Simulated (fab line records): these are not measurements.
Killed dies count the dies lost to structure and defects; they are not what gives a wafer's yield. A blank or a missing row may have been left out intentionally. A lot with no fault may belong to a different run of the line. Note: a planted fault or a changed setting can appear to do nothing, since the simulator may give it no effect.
fab line records | flow nand_harc
[record] lots = 24 | wafers = 72 | last_day = 33
route steps=1302 shown A_BONDPAD@1202 THIN_TSV@1246
lots that met no fault: from a run of the same line without faults
start_h: start of the lot's first displayed wafer, in hours after the record's first day | wait_h: hours from the lot's prior step to this one | " as in the row above | L1.1+2: a single row standing in for several wafers | - value missing, or start not given | * or withheld: withheld | < > ~ a bound
route shown NAME@n: NAME is a module with steps in the file, n the number in the route of the first one | usual: mean/standard deviation taken from wafers without a fault | same: alike in all rows | chamber/n: place in a boat | sites: readings site by site | _std_site: standard deviation across them | _edge_site: outer sites' mean less inner sites' | radius_mm: how far each site lies from the wafer's centre | mask NAME#n: copy n | behind: tool/chamber where the wafer was last shaped | hold: what put the lot on hold/how long, in hours/how the hold closed | device: which transistor (n, p or np) failed to switch | end of line: the tests these same wafers got at the end of their route | for a step that has no rows: nothing shown but its recipe | killed: the dies lost at the first sort to structure and to defects; this is not the yield of the wafer | map: a wafer's dies, marking killed ones x, the rest . and places with no die _
set.NAME: the setting the step ran with; set.NAME@STEP: the setting that earlier step ran with | model.NAME: the simulator's own value behind a step, which no gauge read
one table for each step of the route and one row for each wafer, over a sample of lots
services: a tool's chamber out of use, with start hour (start_h, from the record's first day; less than 0 if before it), hours out, and reason
[[steps]]
[step NHARC_A_BONDPAD_DEP_00]
[recipe] target_thk_a = 2500 | temp_c = 370 | target_thk_nm = 250 | pressure_torr = 3 | flow_sccm = 200 | rf_w = 450 | material = SiCN
[usual] heater_power_w = 576/65
lot.wafer | tool     | chamber | start_h | wait_h | heater_power_w
L076.1    | pecvd-02 | 1       | 536.70  | -      | 510
L076.3    | "        | 2       | "       | "      | 515
L076.5    | "        | 0       | "       | "      | 616
L074.2    | pecvd-01 | 2       | 537.66  | -      | 511
L074.3    | "        | 0       | "       | "      | 694
L074.4    | "        | 1       | "       | "      | 603
L075.1    | pecvd-01 | 0       | 539.74  | -      | 619
L075.2    | "        | 2       | "       | "      | 554
L075.4    | "        | 0       | "       | "      | 661
L077.3    | pecvd-03 | 0       | 571.72  | -      | 516
L077.1    | "        | 1       | "       | "      | 587
L077.4    | "        | 0       | "       | "      | 540
L079.3    | pecvd-02 | 1       | 574.17  | -      | 470
L079.4    | "        | 0       | "       | "      | 625
L079.6    | "        | 1       | "       | "      | 493
L078.1    | pecvd-03 | 2       | -       | -      | 492
L078.3    | "        | 0       | "       | "      | 532
L078.6    | "        | 0       | "       | "      | 537
L080.2    | pecvd-01 | 1       | 593.29  | -      | 599
L080.4    | "        | 1       | "       | "      | 599
L080.5    | "        | 2       | "       | "      | 634
L081.1    | pecvd-02 | 2       | 616.09  | -      | 514
L081.3    | "        | 0       | "       | "      | 591
L081.4    | "        | 1       | "       | "      | 482
L083.2    | pecvd-01 | 0       | -       | -      | 690
L083.4    | "        | 1       | "       | "      | 606
L083.5    | "        | 2       | "       | "      | 500
L082.1    | pecvd-02 | 1       | 623.58  | -      | 548
L082.2    | "        | 0       | "       | "      | 551
L082.5    | "        | 2       | "       | "      | 519
L084.1    | pecvd-01 | 2       | 623.99  | -      | 534
L084.3    | "        | 1       | "       | "      | 538
L084.4    | "        | 2       | "       | "      | 561
L085.5    | pecvd-02 | 0       | 637.02  | -      | 678
L085.4    | "        | 1       | "       | "      | 509
L085.6    | "        | 2       | "       | "      | 519
L086.2    | pecvd-01 | 0       | 638.96  | -      | 633
L086.1    | "        | 1       | "       | "      | 591
L086.4    | "        | 2       | "       | "      | 584
L088.3    | pecvd-01 | 0       | 663.44  | -      | 695
L088.6    | "        | 2       | "       | "      | 498
L088.5    | "        | 1       | "       | "      | 608
L089.3    | pecvd-01 | 2       | 665.30  | -      | 593
L089.5    | "        | 1       | "       | "      | 559
L089.6    | "        | 2       | "       | "      | 597
L087.3    | pecvd-03 | 0       | -       | -      | 572
L087.1    | "        | 1       | "       | "      | 489
L087.6    | "        | 1       | "       | "      | 533
L091.3    | pecvd-03 | 2       | 703.29  | -      | 515
L091.1    | "        | 0       | "       | "      | 544
L091.5    | "        | 2       | "       | "      | 519
L092.2    | pecvd-01 | 0       | 706.11  | -      | 561
L092.6    | "        | 2       | "       | "      | 584
L092.4    | "        | 1       | "       | "      | 609
L090.4    | pecvd-03 | 1       | 710.63  | -      | 466
L090.6    | "        | 2       | "       | "      | 526
L090.5    | "        | 0       | "       | "      | 580
L093.3    | pecvd-01 | 1       | -       | -      | 618
L093.6    | "        | 1       | "       | "      | 619
L093.5    | "        | 0       | "       | "      | 561
L097.3    | pecvd-02 | 0       | 747.99  | -      | 645
L097.2    | "        | 1       | "       | "      | 541
L097.4    | "        | 2       | "       | "      | 498
L094.1    | pecvd-02 | 2       | 753.13  | -      | 498
L094.3    | "        | 1       | "       | "      | 465
L094.4    | "        | 1       | "       | "      | 478
L095.1    | pecvd-01 | 2       | 753.64  | -      | 594
L095.3    | "        | 0       | "       | "      | 678
L095.5    | "        | 2       | "       | "      | 587
L096.2    | pecvd-01 | 1       | 759.02  | -      | 655
L096.1    | "        | 2       | "       | "      | 530
L096.5    | "        | 1       | "       | "      | 687
[step NHARC_A_BONDPAD_THK_MEAS_30]
[recipe] thk_meas_gauge = ellipsometry
[usual] thk_nm = 199.8/2.1
lot.wafer | tool          | chamber | start_h | wait_h | thk_nm
L076.1    | film_metro-01 | -       | 537.31  | 0.2    | 201.6
L076.3    | "             | -       | "       | "      | 199.4
L076.5    | "             | -       | "       | "      | 199.7
L074.2    | film_metro-01 | -       | 538.27  | 0.2    | 204.9
L074.3    | "             | -       | "       | "      | 198.3
L074.4    | "             | -       | "       | "      | 204.3
L075.1    | film_metro-02 | -       | 540.40  | 0.2    | 205.3
L075.2    | "             | -       | "       | "      | 203.6
L075.4    | "             | -       | "       | "      | 200.3
L077.1    | film_metro-02 | -       | 572.34  | 0.2    | 199.2
L077.3    | "             | -       | "       | "      | 198.7
L077.4    | "             | -       | "       | "      | 199.3
L079.3    | film_metro-01 | -       | 574.78  | 0.2    | 201.1
L079.4    | "             | -       | "       | "      | 198.7
L079.6    | "             | -       | "       | "      | 199.6
L078.1    | film_metro-02 | -       | 577.45  | 0.2    | 197.6
L078.3    | "             | -       | "       | "      | 198.1
L078.6    | "             | -       | "       | "      | 196.9
L080.2    | film_metro-02 | -       | 593.91  | 0.2    | 199.7
L080.4    | "             | -       | "       | "      | 197.5
L080.5    | "             | -       | "       | "      | 197.1
L081.1    | film_metro-02 | -       | 616.70  | 0.2    | 200.8
L081.3    | "             | -       | "       | "      | 198.4
L081.4    | "             | -       | "       | "      | 200.2
L083.2    | film_metro-01 | -       | 623.85  | 0.2    | 201.7
L083.4    | "             | -       | "       | "      | 203.0
L083.5    | "             | -       | "       | "      | 201.8
L082.1    | film_metro-02 | -       | 624.23  | 0.2    | 198.0
L082.2    | "             | -       | "       | "      | 198.7
L082.5    | "             | -       | "       | "      | 198.9
L084.1    | film_metro-02 | -       | 624.65  | 0.2    | 198.8
L084.3    | "             | -       | "       | "      | 198.9
L084.4    | "             | -       | "       | "      | 198.6
L085.4    | film_metro-01 | -       | 637.54  | 0.2    | 198.3
L085.5    | "             | -       | "       | "      | 197.7
L085.6    | "             | -       | "       | "      | 197.8
L086.1    | film_metro-01 | -       | 639.58  | 0.2    | 202.6
L086.2    | "             | -       | "       | "      | 198.9
L086.4    | "             | -       | "       | "      | 197.4
L088.3    | film_metro-02 | -       | 664.06  | 0.2    | 199.6
L088.5    | "             | -       | "       | "      | 195.5
L088.6    | "             | -       | "       | "      | 197.0
L089.3    | film_metro-01 | -       | 665.91  | 0.2    | 200.3
L089.5    | "             | -       | "       | "      | 199.2
L089.6    | "             | -       | "       | "      | 204.8
L087.1    | film_metro-01 | -       | 671.45  | 0.2    | 195.4
L087.3    | "             | -       | "       | "      | 199.2
L087.6    | "             | -       | "       | "      | 197.9
L091.1    | film_metro-01 | -       | 703.95  | 0.1    | 199.6
L091.3    | "             | -       | "       | "      | 201.6
L091.5    | "             | -       | "       | "      | 199.8
L092.2    | film_metro-01 | -       | 706.72  | 0.2    | 201.1
L092.4    | "             | -       | "       | "      | 197.9
L092.6    | "             | -       | "       | "      | 199.3
L090.4    | film_metro-02 | -       | 711.15  | 0.2    | 202.3
L090.5    | "             | -       | "       | "      | 203.3
L090.6    | "             | -       | "       | "      | 202.0
L093.3    | film_metro-01 | -       | 721.18  | 0.2    | 201.6
L093.5    | "             | -       | "       | "      | 200.4
L093.6    | "             | -       | "       | "      | 198.5
L097.2    | film_metro-02 | -       | 748.64  | 0.2    | 198.9
L097.3    | "             | -       | "       | "      | 202.8
L097.4    | "             | -       | "       | "      | 202.3
L094.1    | film_metro-02 | -       | 753.79  | 0.2    | 202.4
L094.3    | "             | -       | "       | "      | 203.0
L094.4    | "             | -       | "       | "      | 200.0
L095.1    | film_metro-02 | -       | 754.29  | 0.2    | 200.3
L095.3    | "             | -       | "       | "      | 199.1
L095.5    | "             | -       | "       | "      | 200.3
L096.1    | film_metro-02 | -       | 759.68  | 0.2    | 201.5
L096.2    | "             | -       | "       | "      | 200.9
L096.5    | "             | -       | "       | "      | 200.1
[step NHARC_A_BONDPAD_CD_MEAS_13]
[usual] cd_nm = 500/3.3
lot.wafer | tool      | chamber | start_h | wait_h | cd_nm
L076.1    | cd_sem-02 | -       | 538.40  | -      | 504
L076.3    | "         | -       | "       | "      | 503
L076.5    | "         | -       | "       | "      | 499
L074.2    | cd_sem-03 | -       | 539.42  | -      | 506
L074.3    | "         | -       | "       | "      | 502
L074.4    | "         | -       | "       | "      | 505
L075.1    | cd_sem-02 | -       | 541.38  | -      | 498
L075.2    | "         | -       | "       | "      | 498
L075.4    | "         | -       | "       | "      | 501
L077.1    | cd_sem-03 | -       | 573.33  | -      | 495
L077.3    | "         | -       | "       | "      | 495
L077.4    | "         | -       | "       | "      | 498
L079.3    | cd_sem-02 | -       | 575.91  | -      | 499
L079.4    | "         | -       | "       | "      | 500
L079.6    | "         | -       | "       | "      | 499
L078.1    | cd_sem-03 | -       | 578.46  | -      | 498
L078.3    | "         | -       | "       | "      | 497
L078.6    | "         | -       | "       | "      | 501
L080.2    | cd_sem-02 | -       | 595.00  | -      | 499
L080.4    | "         | -       | "       | "      | 500
L080.5    | "         | -       | "       | "      | 499
L081.1    | cd_sem-03 | -       | 617.67  | -      | 497
L081.3    | "         | -       | "       | "      | 498
L081.4    | "         | -       | "       | "      | 497
L083.2    | cd_sem-03 | -       | 624.95  | -      | 504
L083.4    | "         | -       | "       | "      | 504
L083.5    | "         | -       | "       | "      | 501
L082.1    | cd_sem-03 | -       | 625.33  | -      | 505
L082.2    | "         | -       | "       | "      | 506
L082.5    | "         | -       | "       | "      | 502
L084.1    | cd_sem-01 | -       | 625.74  | -      | 499
L084.3    | "         | -       | "       | "      | 500
L084.4    | "         | -       | "       | "      | 491
L085.4    | cd_sem-02 | -       | 639.17  | -      | 497
L085.5    | "         | -       | "       | "      | 498
L085.6    | "         | -       | "       | "      | 497
L086.1    | cd_sem-03 | -       | 640.68  | -      | 502
L086.2    | "         | -       | "       | "      | 504
L086.4    | "         | -       | "       | "      | 504
L088.3    | cd_sem-03 | -       | 665.04  | -      | 498
L088.5    | "         | -       | "       | "      | 497
L088.6    | "         | -       | "       | "      | 497
L089.3    | cd_sem-02 | -       | 667.02  | -      | 503
L089.5    | "         | -       | "       | "      | 496
L089.6    | "         | -       | "       | "      | 494
L087.1    | cd_sem-03 | -       | 672.55  | -      | 497
L087.3    | "         | -       | "       | "      | 500
L087.6    | "         | -       | "       | "      | 499
L091.1    | cd_sem-02 | -       | 705.04  | -      | 499
L091.3    | "         | -       | "       | "      | 496
L091.5    | "         | -       | "       | "      | 498
L092.2    | cd_sem-01 | -       | 707.74  | -      | 495
L092.4    | "         | -       | "       | "      | 498
L092.6    | "         | -       | "       | "      | 498
L090.4    | cd_sem-03 | -       | 712.25  | -      | 502
L090.5    | "         | -       | "       | "      | 505
L090.6    | "         | -       | "       | "      | 502
L093.3    | cd_sem-01 | -       | 722.15  | -      | 500
L093.5    | "         | -       | "       | "      | 498
L093.6    | "         | -       | "       | "      | 500
L097.2    | cd_sem-01 | -       | 749.74  | -      | 504
L097.3    | "         | -       | "       | "      | 505
L097.4    | "         | -       | "       | "      | 504
L094.1    | cd_sem-02 | -       | 754.88  | -      | 501
L094.3    | "         | -       | "       | "      | 500
L094.4    | "         | -       | "       | "      | 497
L095.1    | cd_sem-02 | -       | 755.39  | -      | 500
L095.3    | "         | -       | "       | "      | 501
L095.5    | "         | -       | "       | "      | 499
L096.1    | cd_sem-02 | -       | 760.78  | -      | 497
L096.2    | "         | -       | "       | "      | 494
L096.5    | "         | -       | "       | "      | 497
[step NHARC_A_BONDPAD_DEGAS_25]
[recipe] temp_c = 300 | time_s = 60
[usual] heater_power_w = 448/42
lot.wafer | tool           | chamber | start_h | wait_h | heater_power_w
L076.3    | pvd_sputter-03 | -       | 539.03  | -      | 420
L076.1    | "              | -       | "       | "      | 460
L076.5    | "              | -       | "       | "      | 389
L074.2    | pvd_sputter-03 | -       | 540.06  | -      | 472
L074.3    | "              | -       | "       | "      | 544
L074.4    | "              | -       | "       | "      | 395
L075.2    | pvd_sputter-01 | -       | 542.01  | -      | 442
L075.4    | "              | -       | "       | "      | 450
L075.1    | "              | -       | "       | "      | 442
L077.3    | pvd_sputter-03 | -       | 574.01  | -      | 412
L077.1    | "              | -       | "       | "      | 394
L077.4    | "              | -       | "       | "      | 554
L079.3    | pvd_sputter-03 | -       | 576.57  | -      | 473
L079.4    | "              | -       | "       | "      | 409
L079.6    | "              | -       | "       | "      | 392
L078.1    | pvd_sputter-01 | -       | 579.09  | -      | 450
L078.3    | "              | -       | "       | "      | 437
L078.6    | "              | -       | "       | "      | 443
L080.4    | pvd_sputter-01 | -       | 595.67  | -      | 469
L080.2    | "              | -       | "       | "      | 418
L080.5    | "              | -       | "       | "      | 440
L081.1    | pvd_sputter-01 | -       | 618.31  | -      | 439
L081.4    | "              | -       | "       | "      | 442
L081.3    | "              | -       | "       | "      | 422
L083.4    | pvd_sputter-03 | -       | 625.57  | -      | 375
L083.2    | "              | -       | "       | "      | 470
L083.5    | "              | -       | "       | "      | 384
L082.1    | pvd_sputter-02 | -       | 625.96  | -      | 509
L082.2    | "              | -       | "       | "      | 444
L082.5    | "              | -       | "       | "      | 527
L084.4    | pvd_sputter-01 | -       | 626.37  | -      | 425
L084.1    | "              | -       | "       | "      | 467
L084.3    | "              | -       | "       | "      | 434
L085.4    | pvd_sputter-01 | -       | 639.86  | -      | 426
L085.6    | "              | -       | "       | "      | 463
L085.5    | "              | -       | "       | "      | 442
L086.2    | pvd_sputter-01 | -       | 641.36  | -      | 478
L086.4    | "              | -       | "       | "      | 441
L086.1    | "              | -       | "       | "      | 437
L088.3    | pvd_sputter-01 | -       | 665.68  | -      | 430
L088.6    | "              | -       | "       | "      | 465
L088.5    | "              | -       | "       | "      | 447
L089.3    | pvd_sputter-03 | -       | 667.66  | -      | 386
L089.6    | "              | -       | "       | "      | 550
L089.5    | "              | -       | "       | "      | 399
L087.1    | pvd_sputter-03 | -       | 673.23  | -      | 392
L087.3    | "              | -       | "       | "      | 556
L087.6    | "              | -       | "       | "      | 390
L091.1    | pvd_sputter-01 | -       | 705.72  | -      | 468
L091.3    | "              | -       | "       | "      | 440
L091.5    | "              | -       | "       | "      | 472
L092.2    | pvd_sputter-02 | -       | 708.37  | -      | 478
L092.4    | "              | -       | "       | "      | 393
L092.6    | "              | -       | "       | "      | 477
L090.4    | pvd_sputter-01 | -       | 712.89  | -      | 423
L090.6    | "              | -       | "       | "      | 455
L090.5    | "              | -       | "       | "      | 422
L093.3    | pvd_sputter-01 | -       | 722.78  | -      | 419
L093.6    | "              | -       | "       | "      | 444
L093.5    | "              | -       | "       | "      | 424
L097.3    | pvd_sputter-03 | -       | 750.36  | -      | 459
L097.4    | "              | -       | "       | "      | 520
L097.2    | "              | -       | "       | "      | 412
L094.3    | pvd_sputter-01 | -       | 755.54  | -      | 446
L094.1    | "              | -       | "       | "      | 434
L094.4    | "              | -       | "       | "      | 423
L095.3    | pvd_sputter-03 | -       | 756.02  | -      | 462
L095.1    | "              | -       | "       | "      | 515
L095.5    | "              | -       | "       | "      | 470
L096.1    | pvd_sputter-03 | -       | 761.44  | -      | 404
L096.2    | "              | -       | "       | "      | 407
L096.5    | "              | -       | "       | "      | 462
[step NHARC_THIN_TSV_THK_MEAS_02]
[recipe] thk_meas_gauge = ir
[usual] thk_nm = 3007/230
lot.wafer | tool          | chamber | start_h | wait_h | thk_nm
L074.2    | film_metro-02 | -       | 552.71  | 0.2    | 3067
L074.3    | "             | -       | "       | "      | 3159
L074.4    | "             | -       | "       | "      | 3040
L076.1    | film_metro-01 | -       | 553.89  | -      | 3103
L076.3    | "             | -       | "       | "      | 2978
L076.5    | "             | -       | "       | "      | 2775
L075.1    | film_metro-02 | -       | 557.04  | 0.2    | 3070
L075.2    | "             | -       | "       | "      | 3084
L075.4    | "             | -       | "       | "      | 3359
L079.3    | film_metro-02 | -       | 587.79  | -      | 2666
L079.4    | "             | -       | "       | "      | 2649
L079.6    | "             | -       | "       | "      | 2716
L077.1    | film_metro-01 | -       | 589.00  | -      | 2895
L077.3    | "             | -       | "       | "      | 2967
L077.4    | "             | -       | "       | "      | 2942
L078.1    | film_metro-01 | -       | 592.76  | -      | 3165
L078.3    | "             | -       | "       | "      | 3394
L078.6    | "             | -       | "       | "      | 3338
L080.2    | film_metro-01 | -       | 609.70  | 0.2    | 3569
L080.4    | "             | -       | "       | "      | 3345
L080.5    | "             | -       | "       | "      | 3318
L081.1    | film_metro-01 | -       | 631.23  | -      | 3245
L081.3    | "             | -       | "       | "      | 3234
L081.4    | "             | -       | "       | "      | 2908
L083.2    | film_metro-01 | -       | 638.35  | -      | 2824
L083.4    | "             | -       | "       | "      | 2766
L083.5    | "             | -       | "       | "      | 2641
L082.1    | film_metro-02 | -       | 639.56  | 0.2    | 2946
L082.2    | "             | -       | "       | "      | 2902
L082.5    | "             | -       | "       | "      | 2915
L084.1    | film_metro-01 | -       | 640.77  | -      | 3301
L084.3    | "             | -       | "       | "      | 3264
L084.4    | "             | -       | "       | "      | 3152
L086.1    | film_metro-02 | -       | 652.70  | -      | 2584
L086.2    | "             | -       | "       | "      | 3095
L086.4    | "             | -       | "       | "      | 3042
L085.4    | film_metro-02 | -       | 653.89  | 0.2    | 2686
L085.5    | "             | -       | "       | "      | 3001
L085.6    | "             | -       | "       | "      | 2849
L088.3    | film_metro-02 | -       | 678.83  | -      | 3153
L088.5    | "             | -       | "       | "      | 3101
L088.6    | "             | -       | "       | "      | 3301
L089.3    | film_metro-01 | -       | 680.03  | -      | 3204
L089.5    | "             | -       | "       | "      | 3194
L089.6    | "             | -       | "       | "      | 3057
L087.1    | film_metro-02 | -       | 687.48  | -      | 3128
L087.3    | "             | -       | "       | "      | 3219
L087.6    | "             | -       | "       | "      | 2903
L092.2    | film_metro-02 | -       | 721.81  | -      | 2618
L092.4    | "             | -       | "       | "      | 2677
L092.6    | "             | -       | "       | "      | 2578
L091.1    | film_metro-02 | -       | 723.01  | -      | 3021
L091.3    | "             | -       | "       | "      | 3029
L091.5    | "             | -       | "       | "      | 2822
L090.4    | film_metro-02 | -       | 726.13  | -      | 3171
L090.5    | "             | -       | "       | "      | 2888
L090.6    | "             | -       | "       | "      | 2911
L093.3    | film_metro-01 | -       | 745.48  | -      | 3031
L093.5    | "             | -       | "       | "      | 3226
L093.6    | "             | -       | "       | "      | 2989
L097.2    | film_metro-01 | -       | 763.15  | -      | 2885
L097.3    | "             | -       | "       | "      | 3378
L097.4    | "             | -       | "       | "      | 3170
L094.1    | film_metro-01 | -       | 768.03  | -      | 2957
L094.3    | "             | -       | "       | "      | 2776
L094.4    | "             | -       | "       | "      | 3093
L095.1    | film_metro-01 | -       | 769.23  | -      | 2854
L095.3    | "             | -       | "       | "      | 2896
L095.5    | "             | -       | "       | "      | 2772
L096.1    | film_metro-01 | -       | 776.94  | -      | 3051
L096.2    | "             | -       | "       | "      | 2587
L096.5    | "             | -       | "       | "      | 3082
[step NHARC_THIN_TSV_CD_MEAS_12]
[recipe] target_cd_nm = 1000 | landing_energy_ev = 500
[usual] cd_nm = 1000.3/2.8
lot.wafer | tool      | chamber | start_h | wait_h | cd_nm
L074.2    | cd_sem-01 | 0       | 553.89  | -      | 1004.6
L074.3    | "         | 0       | "       | "      | 1004.4
L074.4    | "         | 0       | "       | "      | 1006.5
L076.1    | cd_sem-02 | 0       | 554.95  | -      | 1002.7
L076.3    | "         | 0       | "       | "      | 1000.8
L076.5    | "         | 0       | "       | "      | 999.0
L075.1    | cd_sem-03 | 0       | 558.09  | -      | 996.1
L075.2    | "         | 0       | "       | "      | 1003.1
L075.4    | "         | 0       | "       | "      | 1002.4
L079.3    | cd_sem-01 | 0       | 588.72  | -      | 1001.0
L079.4    | "         | 0       | "       | "      | 999.8
L079.6    | "         | 0       | "       | "      | 994.1
L077.1    | cd_sem-01 | 0       | 590.07  | -      | 999.0
L077.3    | "         | 0       | "       | "      | 1004.1
L077.4    | "         | 0       | "       | "      | 1003.8
L078.1    | cd_sem-02 | 0       | 593.68  | -      | 999.1
L078.3    | "         | 0       | "       | "      | 994.3
L078.6    | "         | 0       | "       | "      | 998.4
L080.2    | cd_sem-01 | 0       | 610.75  | -      | 997.5
L080.4    | "         | 0       | "       | "      | 998.0
L080.5    | "         | 0       | "       | "      | 998.2
L081.1    | cd_sem-01 | 0       | 632.15  | -      | 1000.3
L081.3    | "         | 0       | "       | "      | 1003.8
L081.4    | "         | 0       | "       | "      | 1005.0
L083.2    | cd_sem-02 | 0       | 639.28  | -      | 1001.9
L083.4    | "         | 0       | "       | "      | 1002.0
L083.5    | "         | 0       | "       | "      | 999.6
L082.1    | cd_sem-02 | 0       | 640.48  | -      | 1000.1
L082.2    | "         | 0       | "       | "      | 998.8
L082.5    | "         | 0       | "       | "      | 1002.0
L084.1    | cd_sem-02 | 0       | 641.84  | -      | 999.9
L084.3    | "         | 0       | "       | "      | 998.3
L084.4    | "         | 0       | "       | "      | 1000.2
L086.1    | cd_sem-01 | 0       | 653.81  | -      | 999.7
L086.2    | "         | 0       | "       | "      | 1000.8
L086.4    | "         | 0       | "       | "      | 998.9
L085.4    | cd_sem-01 | 0       | 654.99  | -      | 1000.2
L085.5    | "         | 0       | "       | "      | 995.8
L085.6    | "         | 0       | "       | "      | 993.5
L088.3    | cd_sem-02 | 0       | 679.93  | -      | 1002.7
L088.5    | "         | 0       | "       | "      | 999.8
L088.6    | "         | 0       | "       | "      | 996.2
L089.3    | cd_sem-03 | 0       | 681.00  | -      | 1002.8
L089.5    | "         | 0       | "       | "      | 1005.3
L089.6    | "         | 0       | "       | "      | 999.8
L087.1    | cd_sem-03 | 0       | 688.41  | -      | 1001.7
L087.3    | "         | 0       | "       | "      | 1001.2
L087.6    | "         | 0       | "       | "      | 1005.1
L092.2    | cd_sem-02 | 0       | 722.87  | -      | 996.8
L092.4    | "         | 0       | "       | "      | 1000.3
L092.6    | "         | 0       | "       | "      | 998.3
L091.1    | cd_sem-03 | 0       | 724.06  | -      | 997.9
L091.3    | "         | 0       | "       | "      | 997.6
L091.5    | "         | 0       | "       | "      | 998.2
L090.4    | cd_sem-02 | 0       | 727.09  | -      | 1002.4
L090.5    | "         | 0       | "       | "      | 1004.6
L090.6    | "         | 0       | "       | "      | 1005.4
L093.3    | cd_sem-02 | 0       | 746.53  | -      | 1006.8
L093.5    | "         | 0       | "       | "      | 1002.9
L093.6    | "         | 0       | "       | "      | 1004.5
L097.2    | cd_sem-03 | 0       | 764.22  | -      | 995.0
L097.3    | "         | 0       | "       | "      | 1001.9
L097.4    | "         | 0       | "       | "      | 999.3
L094.1    | cd_sem-01 | 0       | 768.95  | -      | 1000.9
L094.3    | "         | 0       | "       | "      | 1000.2
L094.4    | "         | 0       | "       | "      | 998.4
L095.1    | cd_sem-03 | 0       | 770.32  | -      | 998.6
L095.3    | "         | 0       | "       | "      | 998.6
L095.5    | "         | 0       | "       | "      | 999.6
L096.1    | cd_sem-03 | 0       | 778.03  | -      | 999.9
L096.2    | "         | 0       | "       | "      | 999.9
L096.5    | "         | 0       | "       | "      | 1000.7
[[services]]
tool           | chamber | start_h | hours | kind
pvd_sputter-03 | -       | 526.05  | 10.0  | pm
pecvd-03       | -       | 547.25  | 13.0  | pm
pvd_sputter-02 | -       | 556.41  | 0.5   | repair
pvd_sputter-01 | -       | 582.97  | 10.0  | pm
pecvd-02       | -       | 589.49  | 13.0  | pm
pecvd-02       | 0       | 589.49  | 13.0  | vent_cycle
pecvd-02       | 1       | 589.49  | 13.0  | vent_cycle
pecvd-02       | 2       | 589.49  | 13.0  | vent_cycle
pvd_sputter-02 | -       | 638.00  | 10.0  | pm
pvd_sputter-03 | -       | 671.58  | 1.1   | repair
pecvd-01       | -       | 673.27  | 13.0  | pm
pecvd-01       | 0       | 673.27  | 13.0  | vent_cycle
pecvd-01       | 1       | 673.27  | 13.0  | vent_cycle
pecvd-01       | 2       | 673.27  | 13.0  | vent_cycle
pvd_sputter-01 | -       | 674.90  | 4.6   | repair
pecvd-01       | 0       | 686.27  | -     | clean
pecvd-01       | 1       | 686.27  | -     | clean
pecvd-01       | 2       | 686.27  | -     | clean
pvd_sputter-01 | -       | 694.64  | 2.8   | repair
pvd_sputter-03 | -       | 703.25  | 4.3   | repair
pvd_sputter-03 | -       | 707.56  | 10.0  | pm
pecvd-03       | -       | 728.25  | 13.0  | pm
pvd_sputter-03 | -       | 742.65  | 3.8   | repair
pvd_sputter-01 | -       | 760.97  | 10.0  | pm
[[key]]
fault none
